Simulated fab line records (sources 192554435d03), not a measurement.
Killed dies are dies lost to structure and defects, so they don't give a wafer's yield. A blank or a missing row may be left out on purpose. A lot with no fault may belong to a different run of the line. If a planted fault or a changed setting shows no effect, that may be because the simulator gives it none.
Chamber matching | flow n5_finfet | 4 sister chambers for N5_FIN_SAQP_SPACER2_ETCHBACK_29 on rie_diel-06
The step etches SiO2 in CHF3/O2, target depth 12.2 nm, time 6.1 s. 7 wafers are shown with their chamber, then 7 later ones without.

## EACH WAFER AND ITS CHAMBER
wafer  | chamber | drypump_motor_current_A (A) | throttle_valve_pct (%)
L074.5 | 2       | 5.7                         | 19.0
L078.1 | 3       | 5.4                         | 19.2
L080.4 | 3       | 5.4                         | 19.1
L080.5 | 1       | 6.5                         | 19.3
L080.6 | 0       | 6.2                         | 19.3
L081.2 | 1       | 6.5                         | 19.3
L081.3 | 0       | 6.1                         | 19.3

## WAFERS WITH NO CHAMBER GIVEN
wafer  | drypump_motor_current_A (A) | throttle_valve_pct (%)
L081.4 | 5.4                         | 19.2
L083.1 | 5.3                         | 19.1
L083.4 | 5.4                         | 19.2
L083.5 | 6.5                         | 19.3
L097.2 | 6.5                         | 19.0
L097.4 | 5.4                         | 19.2
L097.5 | 6.2                         | 18.9

## WHICH CHAMBER EACH ONE RAN IN
wafer  | from the rows above | in truth
L081.4 | 3                   | 3
L083.1 | 3                   | 3
L083.4 | 3                   | 3
L083.5 | 1                   | 1
L097.2 | 1                   | 1
L097.4 | 3                   | 3
L097.5 | 0                   | 0
Placed correctly: 7 of 7. Can't be placed from these rows: 0. Placed wrongly: 0.
How it was worked out, from the rows above alone: a wafer's distance from a chamber is the root of the sum, over the readings, of the square of ((its reading less the chamber's mean) divided by the reading's scatter). If the next closest chamber is less than 2 further off than the closest, the wafer can't be placed; otherwise it belongs to the closest. A chamber's mean is the mean of its shown wafers. The scatter: the root of (the sum of the squares of (reading less its chamber's mean) over the shown wafers, divided by (wafers less chambers)).
